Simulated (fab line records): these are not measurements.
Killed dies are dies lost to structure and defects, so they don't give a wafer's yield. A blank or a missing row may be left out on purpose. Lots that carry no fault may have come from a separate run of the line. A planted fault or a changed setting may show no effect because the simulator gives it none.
Commonality check across tools || flow nandHarc || 1 lot, 3 wafers sampled

## THE REASON FOR OPENING IT
At NHARC_END_SORT_01 the reading killedAtPeriphery is flagged on 1 of 1 lot. Wafers without a fault read 3.0, standard deviation 2.1.
Rule: a lot gets a flag if all its wafers with a number sit over 4 standard deviations from that mean, or if no wafer of it has a number. All remaining lots are regarded as sound.

{"lot": "L113", "measured": "day 22 09:09", "on": "prober-02", "killedAtPeriphery, wafer by wafer": "665 665 667", "flag": "FLAGGED"}
Averaged over the flagged lots the numbers come to 665.7, +662.7 from the usual (+99 or more standard deviations).

## EACH LOT AND THE TOOL IT RAN ON
3 process steps preceding the reading are held in the record, out of 1159 steps in the route. Read each cell as the tool, then ch plus the chambers that the sampled wafers visited, then the start.
{"lot": "L113", "flag": "FLAGGED", "NHARC_P_ZERO_WELL_EXPOSE_34": "krfScanner-04 ch 0, day 4 21:57", "NHARC_P_STI_DESCUM_14": "no row", "NHARC_P_GATE_DESCUM_31": "no row"}
What the steps here do:
- NHARC_P_ZERO_WELL_EXPOSE_34: exposes mask P PWELL, target cd 720 nm.
- NHARC_P_STI_DESCUM_14: chemistry O2, time 3 s.
- NHARC_P_GATE_DESCUM_31: chemistry O2, time 3 s.
- NHARC_END_SORT_01

## FLAGGED AGAINST TOTAL, ONE TOOL AT A TIME (gauges that did the reading follow at the end)
{"step": "NHARC_P_ZERO_WELL_EXPOSE_34", "tool": "krfScanner-04", "lots run": 1, "flagged": 1, "share of the flagged lots": "all", "sound lots run after its first flagged lot": 0}
{"step": "NHARC_END_SORT_01", "tool": "prober-02", "lots run": 1, "flagged": 1, "share of the flagged lots": "all", "sound lots run after its first flagged lot": 0}

## THE TABLE: WHAT IT ALLOWS
In 2 table rows, all flagged lots were run: krfScanner-04 (NHARC_P_ZERO_WELL_EXPOSE_34), prober-02 (NHARC_END_SORT_01).
- krfScanner-04 at NHARC_P_ZERO_WELL_EXPOSE_34: 1 of its 1 lot flagged. In this sample it ran no sound lot ahead of its first flagged lot, so there is no way to narrow down the start.
- prober-02 at NHARC_END_SORT_01: 1 of its 1 lot flagged. In this sample it ran no sound lot ahead of its first flagged lot, so there is no way to narrow down the start.
These 2 tools cannot be told apart by counting lots, since each of them fits a fault that started at some hour. More lots, or a look at what each step does to the wafer, might.

## WHAT THE SIMULATOR PUT IN
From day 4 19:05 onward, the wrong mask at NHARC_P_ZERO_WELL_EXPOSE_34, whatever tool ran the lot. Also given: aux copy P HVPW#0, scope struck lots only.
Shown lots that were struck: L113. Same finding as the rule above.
